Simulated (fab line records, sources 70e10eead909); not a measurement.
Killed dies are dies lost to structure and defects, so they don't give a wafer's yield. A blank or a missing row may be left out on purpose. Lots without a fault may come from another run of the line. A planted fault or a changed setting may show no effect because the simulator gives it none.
Chamber matching | flow nand_harc | NHARC_THIN_TSV_DEP_43 on pecvd-03: 3 sister chambers
The step deposits SiO2, target thk 1328.5 nm. 6 wafers are shown with their chamber, then 8 later ones without.

WAFERS WITH THEIR CHAMBER
wafer  | chamber | throttle_valve_pct (%) | rf_fwd_power_W (W)
L488.5 | 1       | 16.2                   | 895.2
L488.6 | 0       | 15.8                   | 892.8
L489.1 | 0       | 16.4                   | 898.7
L492.5 | 1       | 16.1                   | 893.7
L492.6 | 2       | 15.8                   | 897.7
L494.1 | 2       | 15.8                   | 900.0

WAFERS WITHOUT THEIR CHAMBER
wafer  | throttle_valve_pct (%) | rf_fwd_power_W (W)
L494.4 | 15.6                   | 902.1
L494.6 | 15.7                   | 899.5
L495.2 | 15.9                   | 896.0
L495.3 | 16.2                   | 894.7
L495.6 | 15.8                   | 896.0
L493.1 | 15.6                   | 901.8
L493.4 | 15.8                   | 896.5
L493.6 | 15.9                   | 897.2

WHICH CHAMBER EACH WENT THROUGH
wafer  | from the rows above          | in truth
L494.4 | can't be placed: 2 or 0      | 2
L494.6 | can't be placed: 2 or 0      | 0
L495.2 | can't be placed: 0 or 2 or 1 | 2
L495.3 | can't be placed: 1 or 0      | 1
L495.6 | can't be placed: 2 or 0 or 1 | 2
L493.1 | can't be placed: 2 or 0      | 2
L493.4 | can't be placed: 2 or 0 or 1 | 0
L493.6 | can't be placed: 2 or 0 or 1 | 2
Placed correctly: 0 of 8. Can't be placed from these rows: 8 (the true chamber is among the candidates in 8). Placed wrongly: 0.
How it was worked out, from the rows above alone: a wafer's distance from a chamber is the root of the sum, over the readings, of the square of ((its reading less the chamber's mean) divided by the reading's scatter). The wafer belongs to the nearest chamber; if the next one is less than 2 further off, it can't be placed. A chamber's mean is the mean of its shown wafers. The scatter: the root of (the sum of the squares of (reading less its chamber's mean) over the shown wafers, divided by (wafers less chambers)).
